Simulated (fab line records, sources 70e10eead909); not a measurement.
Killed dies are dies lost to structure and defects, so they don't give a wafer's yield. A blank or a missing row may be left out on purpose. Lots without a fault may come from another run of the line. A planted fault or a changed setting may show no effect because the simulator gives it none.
Chamber matching | flow nand_harc | NHARC_P_GATE_STRIP_108 on rie_diel-04: 4 sister chambers
The step strips in O2. 4 wafers are shown with their chamber, then 12 later ones without.

WAFERS WITH THEIR CHAMBER
wafer  | chamber | showerhead_plenum_p_Torr (Torr)
L085.3 | 0       | 3.51
L086.1 | 1       | 3.53
L086.2 | 2       | 3.64
L086.5 | 3       | 3.71

WAFERS WITHOUT THEIR CHAMBER
wafer  | showerhead_plenum_p_Torr (Torr)
L087.1 | 3.53
L087.4 | 3.50
L087.6 | 3.64
L095.1 | 3.50
L095.3 | 3.71
L095.6 | 3.50
L094.1 | 3.50
L094.2 | 3.64
L094.5 | 3.71
L097.3 | 3.71
L097.4 | 3.63
L097.6 | 3.71

WHICH CHAMBER EACH WENT THROUGH
wafer  | from the rows above | in truth
L087.1 | 1                   | 1
L087.4 | 0                   | 0
L087.6 | 2                   | 2
L095.1 | 0                   | 0
L095.3 | 3                   | 3
L095.6 | 0                   | 0
L094.1 | 0                   | 0
L094.2 | 2                   | 2
L094.5 | 3                   | 3
L097.3 | 3                   | 3
L097.4 | 2                   | 2
L097.6 | 3                   | 3
Placed correctly: 12 of 12. Can't be placed from these rows: 0. Placed wrongly: 0.
How it was worked out, from the rows above alone: a wafer's distance from a chamber is the root of the sum, over the readings, of the square of ((its reading less the chamber's mean) divided by the reading's scatter). The wafer belongs to the nearest chamber; if the next one is less than 2 further off, it can't be placed. A chamber's mean is the mean of its shown wafers. The scatter: with one shown wafer a chamber, the root of the mean of the squares of how far each hidden wafer lies from its nearest shown one.
